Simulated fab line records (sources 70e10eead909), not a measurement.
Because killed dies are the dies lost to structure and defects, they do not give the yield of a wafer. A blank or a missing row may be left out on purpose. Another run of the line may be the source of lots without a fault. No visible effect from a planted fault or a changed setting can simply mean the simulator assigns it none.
fab line records ; flow nand_harc
record: lots: 6; wafers: 18; last_day: 34
route steps=1302 shown A_CONTACT@1086
lots that met no fault: from a run of the same line without faults
start_h: start of the lot's first displayed wafer, in hours after the record's first day ; wait_h: hours elapsed since this lot's preceding step ; " unchanged from the row above ; L1.1+2: a single row standing in for several wafers ; - no value, or no start given ; * or withheld: withheld ; < > ~ a bound
route shown NAME@n: a module of which the file shows steps, and the number in the route of the first ; usual: mean and standard deviation over wafers with no fault ; same: alike in all rows ; chamber/n: place in a boat ; sites: readings site by site ; _std_site: their standard deviation ; _edge_site: the outer-site mean with the inner-site mean subtracted ; radius_mm: for every site, how far away it sits from the centre of the wafer ; mask NAME#n: copy n ; behind: the most recent tool/chamber to have shaped the wafer ; hold: why the lot was held/for how many hours/how that ended ; device: transistor that didn't switch, given as n, p or np ; end of line: the route-end tests of the same wafers ; a step with no rows: only its recipe ; killed: dies lost to structure and defects at the first sort, not the wafer's yield ; map: the dies of a wafer, with x for killed, . for not killed, _ for no die there
set.NAME: the setting the step ran with; set.NAME@STEP: the setting that earlier step ran with ; model.NAME: the simulator's own value behind a step, which no gauge read
lots seen at some steps along the route; tables by step, rows by wafer
services: the hour from which a tool's chamber was out of use, counted from the record's first day as start_h (under 0 if before that day), plus the number of hours and why
== steps ==
step: NHARC_A_CONTACT_ETCH_134
recipe: source_w: withheld; pressure_mtorr: 20; bias_v: withheld; time_s: 140; target_depth_a: 7000; ar_flow_sccm: withheld; c4f8_flow_sccm: withheld; o2_flow_sccm: withheld; chemistry: C4F8/O2/Ar
usual: chamber_pressure_mTorr: 19.998/0.02; run_length_s: 141.3/0.42
lot.wafer;tool;chamber;start_h;wait_h;chamber_pressure_mTorr;rf_hours_counter_h;run_length_s
L956.4;har_cap_etch-02;0;539.36;-;20.017;-;140.9
L956.5;har_cap_etch-02;1;539.36;-;20.001;-;141.5
L956.6;har_cap_etch-02;0;539.36;-;19.970;-;141.1
L961.2;har_cap_etch-01;1;614.97;-;19.970;20;142.1
L961.3;har_cap_etch-01;0;614.97;-;20.021;-;141.8
L961.6;har_cap_etch-01;1;614.97;-;19.992;-;142.7
L964.3;har_cap_etch-03;0;636.87;-;19.976;-;141.3
L964.6;har_cap_etch-03;0;636.87;-;19.988;-;141.1
L964.5;har_cap_etch-03;1;636.87;-;20.040;-;141.5
L973.1;har_cap_etch-03;0;717.38;-;19.997;79;141.2
L973.4;har_cap_etch-03;1;717.38;-;20.007;-;141.1
L973.6;har_cap_etch-03;1;717.38;-;19.975;-;141.2
L974.2;har_cap_etch-03;0;732.59;-;20.005;82;141.3
L974.4;har_cap_etch-03;1;732.59;-;20.004;-;141.1
L974.5;har_cap_etch-03;0;732.59;-;20.010;-;141.2
L976.2;har_cap_etch-03;0;756.70;-;19.998;85;141.4
L976.5;har_cap_etch-03;1;756.70;-;20.011;-;141.2
L976.6;har_cap_etch-03;0;756.70;-;20.003;-;141.4
step: NHARC_A_CONTACT_ETCH_135
recipe: source_w: withheld; pressure_mtorr: 20; bias_v: 1200; time_s: 311; target_depth_a: 19120; ar_flow_sccm: withheld; c4f8_flow_sccm: withheld; o2_flow_sccm: withheld; chemistry: C4F8/O2/Ar
step: NHARC_A_CONTACT_ETCH_136
recipe: source_w: withheld; pressure_mtorr: 20; bias_v: 1200; time_s: 311; target_depth_a: 19120; ar_flow_sccm: withheld; c4f8_flow_sccm: withheld; o2_flow_sccm: withheld; chemistry: C4F8/O2/Ar
usual: chamber_pressure_mTorr: 20.001/0.018; run_length_s: 311/0
lot.wafer;tool;chamber;start_h;wait_h;chamber_pressure_mTorr;rf_hours_counter_h;run_length_s
L956.4;har_cap_etch-02;0;539.87;0.2;20.004;-;311
L956.5;har_cap_etch-02;1;539.87;0.2;20.006;-;311
L956.6;har_cap_etch-02;0;539.87;0.2;20.024;-;311
L961.2;har_cap_etch-01;1;615.45;0.2;20.013;21;311
L961.3;har_cap_etch-01;0;615.45;0.2;20.010;-;311
L961.6;har_cap_etch-01;1;615.45;0.2;19.978;-;311
L964.3;har_cap_etch-03;0;637.37;0.2;19.996;-;311
L964.6;har_cap_etch-03;0;637.37;0.2;20.004;-;311
L964.5;har_cap_etch-03;1;637.37;0.2;20.031;-;311
L973.1;har_cap_etch-03;0;717.87;0.2;19.989;79;311
L973.4;har_cap_etch-03;1;717.87;0.2;19.987;-;311
L973.6;har_cap_etch-03;1;717.87;0.2;20.025;-;311
L974.2;har_cap_etch-03;0;733.06;0.2;19.995;82;311
L974.4;har_cap_etch-03;1;733.06;0.2;20.027;-;311
L974.5;har_cap_etch-03;0;733.06;0.2;20.021;-;311
L976.2;har_cap_etch-03;0;757.18;0.2;20.004;85;311
L976.5;har_cap_etch-03;1;757.18;0.2;20.029;-;311
L976.6;har_cap_etch-03;0;757.18;0.2;20.025;-;311
step: NHARC_A_CONTACT_ETCH_137
recipe: source_w: withheld; pressure_mtorr: 20; bias_v: 1200; time_s: 311; target_depth_a: 19120; ar_flow_sccm: withheld; c4f8_flow_sccm: withheld; o2_flow_sccm: withheld; chemistry: C4F8/O2/Ar
step: NHARC_A_CONTACT_ETCH_138
recipe: source_w: withheld; pressure_mtorr: 20; bias_v: 1200; time_s: 311; target_depth_a: 19140; ar_flow_sccm: withheld; c4f8_flow_sccm: withheld; o2_flow_sccm: withheld; chemistry: C4F8/O2/Ar
step: NHARC_A_CONTACT_ETCH_139
recipe: source_w: withheld; pressure_mtorr: 20; bias_v: 400; time_s: 195; target_depth_a: 8400; ar_flow_sccm: withheld; c4f8_flow_sccm: 11.5; o2_flow_sccm: 7.2; chemistry: C4F8/O2/Ar
usual: chamber_pressure_mTorr: 19.999/0.019; run_length_s: 226.3/0.42
lot.wafer;tool;chamber;start_h;wait_h;chamber_pressure_mTorr;rf_hours_counter_h;run_length_s
L956.4;har_cap_etch-02;0;540.68;0.2;20.023;-;226.0
L956.5;har_cap_etch-02;1;540.68;0.2;19.999;-;225.7
L956.6;har_cap_etch-02;0;540.68;0.2;19.981;-;226.0
L961.2;har_cap_etch-01;1;616.26;0.2;20.009;21;227.4
L961.3;har_cap_etch-01;0;616.26;0.2;20.000;-;226.6
L961.6;har_cap_etch-01;1;616.26;0.2;19.989;-;226.8
L964.3;har_cap_etch-03;0;638.19;0.2;20.020;-;226.3
L964.6;har_cap_etch-03;0;638.19;0.2;20.006;-;226.6
L964.5;har_cap_etch-03;1;638.19;0.2;20.003;-;225.9
L973.1;har_cap_etch-03;0;718.69;0.2;20.014;80;226.2
L973.4;har_cap_etch-03;1;718.69;0.2;20.012;-;226.3
L973.6;har_cap_etch-03;1;718.69;0.2;20.000;-;226.4
L974.2;har_cap_etch-03;0;733.88;0.2;20.017;83;226.2
L974.4;har_cap_etch-03;1;733.88;0.2;20.040;-;226.0
L974.5;har_cap_etch-03;0;733.88;0.2;19.992;-;226.1
L976.2;har_cap_etch-03;0;757.99;0.2;20.008;86;226.1
L976.5;har_cap_etch-03;1;757.99;0.2;19.996;-;226.4
L976.6;har_cap_etch-03;0;757.99;0.2;20.022;-;226.4
step: NHARC_A_CONTACT_ETCH_92
recipe: target_depth_a: 400; over_etch_frac: 0.5; time_s: 85.7; ion_energy_ev: 120; ch3f_flow_sccm: 50; o2_flow_sccm: 30; ar_flow_sccm: 200; rf_w: 500; bias_w: 100; chemistry: CH3F/O2
usual: chamber_pressure_mTorr: 24.998/0.023; drypump_motor_current_A: 5.7/0.41; oes_product_au: 0.932/0.025; rf_fwd_power_W: 496.6/1.9; rf_vpp_V: 243.8/1.3; run_length_s: 106.9/0.38; showerhead_plenum_p_Torr: 2.42/0.074; throttle_valve_pct: 20.664/0.01
lot.wafer;tool;chamber;start_h;wait_h;chamber_pressure_mTorr;drypump_motor_current_A;oes_product_au;rf_fwd_power_W;rf_hours_counter_h;rf_vpp_V;run_length_s;showerhead_plenum_p_Torr;throttle_valve_pct
L956.5;rie_diel-08;0;541.16;0.4;24.990;5.9;0.955;493.3;-;244.0;107.2;2.39;20.664
L956.6;rie_diel-08;2;541.16;0.4;25.002;6.0;0.923;500.1;-;244.0;106.9;2.41;20.665
L956.4;rie_diel-08;3;541.16;0.4;24.957;6.1;0.935;497.4;-;242.4;107.3;2.37;20.644
L961.3;rie_diel-08;1;616.93;0.6;24.970;5.9;1.002;495.8;12;243.1;107.6;2.38;20.657
L961.2;rie_diel-08;2;616.93;0.6;25.042;6.0;0.990;496.9;16;244.9;106.8;2.40;20.652
L961.6;rie_diel-08;1;616.93;0.6;24.983;5.9;1.006;495.0;-;242.6;107.0;2.38;20.666
L964.3;rie_diel-02;0;638.67;0.4;25.019;5.2;0.995;493.4;30;243.2;106.6;2.45;20.657
L964.6;rie_diel-02;3;638.67;0.4;24.986;5.2;1.003;499.2;-;241.4;106.4;2.36;20.671
L964.5;rie_diel-02;0;638.67;0.4;25.017;5.2;0.990;495.1;-;245.7;106.3;2.45;20.652
L973.1;rie_diel-02;1;719.20;0.5;24.995;6.2;0.914;496.4;51;246.8;107.1;2.59;20.674
L973.4;rie_diel-02;1;719.20;0.5;24.956;6.2;0.919;494.7;-;245.5;107.5;2.59;20.668
L973.6;rie_diel-02;0;719.20;0.5;24.968;5.2;0.925;497.9;-;244.8;106.3;2.44;20.664
L974.4;rie_diel-02;0;734.42;0.4;24.973;5.2;0.917;497.4;56;244.3;106.2;2.44;20.684
L974.2;rie_diel-02;1;734.42;0.4;24.970;6.2;0.921;497.0;59;246.2;106.8;2.59;20.666
L974.5;rie_diel-02;3;734.42;0.4;24.992;5.2;0.924;500.5;-;243.7;106.4;2.35;20.655
L976.2;rie_diel-03;2;758.50;0.5;25.000;5.5;0.914;493.8;44;244.9;106.3;2.41;20.644
L976.6;rie_diel-03;2;758.50;0.5;25.012;5.5;0.911;494.3;-;242.0;106.3;2.41;20.663
L976.5;rie_diel-03;3;758.50;0.5;25.005;5.1;0.914;495.1;-;241.7;107.2;2.38;20.665
step: NHARC_A_CONTACT_ETCH_98
recipe: target_depth_a: 200; over_etch_frac: 0.5; time_s: 10; ion_energy_ev: 250; c4f6_flow_sccm: 25; o2_flow_sccm: 20; ar_flow_sccm: 500; rf_w: 600; bias_w: 500; chemistry: C4F6/O2
step: NHARC_A_CONTACT_CD_MEAS_15
usual: cd_nm: 189.9/0.6
lot.wafer;tool;chamber;start_h;wait_h;cd_nm
L956.4;cd_sem-01;-;541.36;-;190.0
L956.5;cd_sem-01;-;541.36;-;189.4
L956.6;cd_sem-01;-;541.36;-;189.1
L961.2;cd_sem-03;-;617.17;-;190.2
L961.3;cd_sem-03;-;617.17;-;189.5
L961.6;cd_sem-03;-;617.17;-;189.4
L964.3;cd_sem-01;-;638.88;-;189.1
L964.5;cd_sem-01;-;638.88;-;189.3
L964.6;cd_sem-01;-;638.88;-;189.8
L973.1;cd_sem-02;-;719.46;-;190.2
L973.4;cd_sem-02;-;719.46;-;190.2
L973.6;cd_sem-02;-;719.46;-;189.9
L974.2;cd_sem-01;-;734.61;-;191.0
L974.4;cd_sem-01;-;734.61;-;190.5
L974.5;cd_sem-01;-;734.61;-;191.3
L976.2;cd_sem-02;-;758.72;-;189.5
L976.5;cd_sem-02;-;758.72;-;190.6
L976.6;cd_sem-02;-;758.72;-;189.7
step: NHARC_A_CONTACT_STRIP_107
recipe: n2_flow_sccm: 150; h2_flow_sccm: 150; ar_flow_sccm: 0; bias_w: 0; chemistry: N2/H2
step: NHARC_A_CONTACT_STRIP_108
recipe: cf4_flow_sccm: 100; chf3_flow_sccm: 30; ar_flow_sccm: 0; bias_w: 0; chemistry: CF4/CHF3
step: NHARC_A_CONTACT_STRIP_109
recipe: o2_flow_sccm: 400; cos_flow_sccm: 20; ar_flow_sccm: 0; bias_w: 0; chemistry: O2/COS
step: NHARC_A_CONTACT_ETCH_110
recipe: target_depth_a: 600; overetch_a: 60; time_s: 33; ion_energy_ev: 100; cf4_flow_sccm: 80; o2_flow_sccm: 20; ar_flow_sccm: 0; rf_w: 300; bias_w: 100; chemistry: CF4/O2
usual: chamber_pressure_mTorr: 30.001/0.028; drypump_motor_current_A: 5.7/0.4; oes_o_777_au: 1.001/0.0045; oes_product_au: 0.996/0.011; rf_fwd_power_W: 295.9/1.9; rf_vpp_V: 197.5/1.2; run_length_s: 54.2/0.33; showerhead_plenum_p_Torr: 1.31/0.042; throttle_valve_pct: 13.397/0.0093
lot.wafer;tool;chamber;start_h;wait_h;chamber_pressure_mTorr;drypump_motor_current_A;oes_o_777_au;oes_product_au;rf_fwd_power_W;rf_hours_counter_h;rf_vpp_V;run_length_s;showerhead_plenum_p_Torr;throttle_valve_pct
L956.4;rie_diel-08;3;541.69;0.1;30.027;6.2;0.995;1.006;296.9;-;197.3;53.8;1.29;13.405
L956.5;rie_diel-08;0;541.69;0.1;30.003;5.9;1.002;1.014;291.9;-;194.9;54.5;1.30;13.396
L956.6;rie_diel-08;2;541.69;0.1;29.993;6.0;1.001;0.974;295.7;-;197.6;54.3;1.31;13.402
L961.3;rie_diel-08;1;617.57;0.1;29.948;5.8;1.001;1.006;296.7;12;196.8;54.1;1.29;13.393
L961.2;rie_diel-08;0;617.57;0.1;30.068;5.9;0.996;0.989;292.1;16;197.2;54.4;1.29;13.387
L961.6;rie_diel-08;1;617.57;0.1;30.010;5.8;0.996;0.994;296.9;-;197.6;54.4;1.29;13.398
L964.3;rie_diel-08;0;639.18;0.1;30.003;5.9;1.006;0.994;293.2;20;196.0;54.4;1.29;13.404
L964.6;rie_diel-08;1;639.18;0.1;30.011;5.8;1.002;0.983;297.3;-;196.5;54.3;1.29;13.411
L964.5;rie_diel-08;2;639.18;0.1;29.971;6.0;0.998;0.990;296.9;-;197.9;54.1;1.30;13.395
L973.4;rie_diel-08;0;719.75;0.1;30.010;5.9;1.001;0.990;-;32;195.6;52.0;1.29;13.394
L973.1;rie_diel-08;2;719.75;0.1;29.970;6.0;1.004;0.991;297.2;32;197.4;54.6;1.30;13.391
L973.6;rie_diel-08;0;719.75;0.1;30.013;5.9;0.998;0.991;293.6;-;197.5;54.4;1.29;13.396
L974.2;rie_diel-08;2;735.69;0.1;30.000;6.0;0.996;1.013;299.0;2;197.5;54.3;1.30;13.398
L974.4;rie_diel-08;0;735.69;0.1;29.982;5.9;1.011;1.018;-;1;196.3;51.6;1.29;13.391
L974.5;rie_diel-08;2;735.69;0.1;30.031;6.0;1.001;0.992;-;-;198.1;52.0;1.30;13.387
L976.2;rie_diel-02;2;759.03;0.1;30.010;4.9;1.003;0.999;297.1;0;198.2;53.8;1.30;13.392
L976.6;rie_diel-02;3;759.03;0.1;30.035;5.2;1.002;0.992;298.6;-;197.2;53.5;1.28;13.393
L976.5;rie_diel-02;0;759.03;0.1;29.952;5.2;1.002;1.013;297.1;-;197.1;53.7;1.32;13.389
step: NHARC_A_CONTACT_STRIP_26
recipe: o2_flow_sccm: 500; ar_flow_sccm: 0; bias_w: 0; chemistry: O2
usual: chamber_pressure_mTorr: 60.00/0.053; drypump_motor_current_A: 5.8/0.41; oes_product_au: 0.998/0.0099; rf_vpp_V: 57.6/0.92; showerhead_plenum_p_Torr: 3.47/0.1; throttle_valve_pct: 17.036/0.0092
lot.wafer;tool;chamber;start_h;wait_h;chamber_pressure_mTorr;drypump_motor_current_A;oes_product_au;rf_hours_counter_h;rf_vpp_V;showerhead_plenum_p_Torr;throttle_valve_pct
L956.6;rie_diel-08;3;-;-;60.03;6.2;1.007;-;57.0;3.41;17.027
L956.4;rie_diel-08;0;-;-;59.93;5.9;1.023;-;56.5;3.43;17.042
L956.5;rie_diel-08;2;-;-;60.01;6.0;0.998;-;57.3;3.46;17.035
L961.2;rie_diel-08;0;-;-;60.04;5.9;0.999;16;56.6;3.42;17.019
L961.3;rie_diel-08;2;-;-;60.04;6.0;0.995;17;58.1;3.45;17.046
L961.6;rie_diel-08;0;-;-;59.99;5.9;0.989;-;57.0;3.42;17.041
L964.3;rie_diel-08;2;-;-;60.02;6.1;0.996;21;57.2;3.45;17.035
L964.5;rie_diel-08;0;-;-;60.10;5.9;0.996;-;58.9;3.42;17.028
L964.6;rie_diel-08;1;-;-;59.93;5.9;1.001;-;58.0;3.42;17.021
L973.4;rie_diel-08;2;-;-;59.88;6.0;1.007;32;57.7;3.44;17.014
L973.1;rie_diel-08;0;-;-;60.00;5.9;1.000;32;57.6;3.41;17.043
L973.6;rie_diel-08;2;-;-;60.05;6.0;1.006;-;56.2;3.44;17.039
L974.4;rie_diel-08;3;-;-;60.03;6.2;1.005;1;56.7;3.39;17.030
L974.2;rie_diel-08;0;-;-;59.99;5.9;1.011;1;56.5;3.41;17.038
L974.5;rie_diel-08;2;-;-;60.03;6.0;0.998;-;56.3;3.44;17.049
L976.2;rie_diel-02;1;-;-;59.97;6.2;0.990;0;57.7;3.71;17.042
L976.6;rie_diel-02;2;-;-;60.06;5.0;1.006;-;57.4;3.45;17.033
L976.5;rie_diel-02;3;-;-;60.02;5.2;1.007;-;57.3;3.38;17.030
== services ==
tool;chamber;start_h;hours;kind
rie_diel-08;1;515.47;58.7;repair
rie_diel-08;0;524.03;-;clean
rie_diel-08;2;524.03;-;clean
rie_diel-08;3;524.03;-;clean
rie_diel-08;-;544.80;9.0;pm
rie_diel-08;0;544.80;9.0;vent_cycle
rie_diel-08;2;544.80;9.0;vent_cycle
rie_diel-08;3;544.80;9.0;vent_cycle
rie_diel-03;3;547.96;7.7;repair
rie_diel-08;0;553.80;-;clean
rie_diel-08;2;553.80;-;clean
rie_diel-02;-;571.39;9.0;pm
rie_diel-08;0;590.40;1.3;repair
rie_diel-03;1;604.28;7.1;repair
rie_diel-03;-;636.16;9.0;pm
rie_diel-02;0;653.45;3.2;repair
rie_diel-02;1;667.45;4.3;repair
rie_diel-03;3;705.00;14.9;repair
rie_diel-03;0;714.15;7.5;repair
rie_diel-02;3;718.45;9.2;repair
rie_diel-08;-;721.80;9.0;pm
rie_diel-02;-;732.72;0.4;repair
rie_diel-02;-;748.39;9.0;pm
har_cap_etch-02;-;756.80;17.0;pm
== key ==
first_sign: step: NHARC_A_CONTACT_ETCH_110; reading: run_length_s; direction: down; sigmas: 6.9; usual: *; struck: *
effect none on later readings
met_at NHARC_A_CONTACT_ETCH_110
struck_wafers L973.4,L974.4,L974.5
sort_left_out L973.4,L974.4,L974.5
tester_left_out L973,L974
onset_between 639.18 719.75
fault: kind: process_parameter_drift; tool: rie_diel-08; chamber: -; onset_h: 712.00; steps: NHARC_A_CONTACT_ETCH_110; channel: time_s; offset: *; shape: step; end_h: 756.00; scope: struck_wafers_only; acts_in: *; stated: *
tester_left_out: of these lots the tester's yield and bins aren't shown, on N5 and GAA mostly nor the transistor test; their killed dies are dies lost to structure and defects alone, not to doping, threshold or leakage, so they don't give the yield
sort_left_out: the simulated sort isn't trusted on such a fault, so these wafers' sort isn't shown, and their yield isn't known
